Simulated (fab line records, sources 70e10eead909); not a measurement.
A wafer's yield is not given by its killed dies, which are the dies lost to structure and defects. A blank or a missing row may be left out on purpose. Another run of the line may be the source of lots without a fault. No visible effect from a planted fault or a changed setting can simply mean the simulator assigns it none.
Chamber matching | flow nand harc | 4 sister chambers for NHARC_A_CHANNEL_FILL_D1_ALD_02 on ald hk-03
The step deposits SiO2, target thk 6 nm, pulse time 10 s, ald cycles 60. 4 wafers are shown with their chamber, then 9 later ones without.

== WAFERS PAIRED WITH THEIR CHAMBERS ==
wafer  | chamber | heater power w (W)
L086.2 | 2       | 444
L091.1 | 3       | 505
L091.2 | 1       | 405
L091.3 | 0       | 391

== WAFERS WITH NO CHAMBER GIVEN ==
wafer  | heater power w (W)
L092.1 | 441
L092.4 | 427
L092.5 | 447
L093.2 | 506
L093.4 | 391
L093.6 | 428
L097.1 | 429
L097.4 | 395
L097.5 | 388

== THE CHAMBER EACH PASSED THROUGH ==
wafer  | from the rows above          | in truth
L092.1 | 2                            | 2
L092.4 | can't be placed: 2 or 1 or 0 | 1
L092.5 | 2                            | 2
L093.2 | 3                            | 3
L093.4 | can't be placed: 0 or 1      | 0
L093.6 | can't be placed: 2 or 1      | 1
L097.1 | can't be placed: 2 or 1      | 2
L097.4 | can't be placed: 0 or 1      | 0
L097.5 | can't be placed: 0 or 1      | 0
Correct placement for 3 of the 9. Can't be placed from these rows: 6 (the true chamber is among the candidates in 6). Placed wrongly: 0.
How it was worked out, from the rows above alone: a wafer's distance from a chamber is the root of the sum, over the readings, of the square of ((its reading less the chamber's mean) divided by the reading's scatter). If the next closest chamber is less than 2 further off than the closest, the wafer can't be placed; otherwise it belongs to the closest. For every chamber, the mean is computed from those of its wafers that are shown. The scatter: root of mean squared gap, hidden wafer to nearest shown wafer, with one shown wafer a chamber.
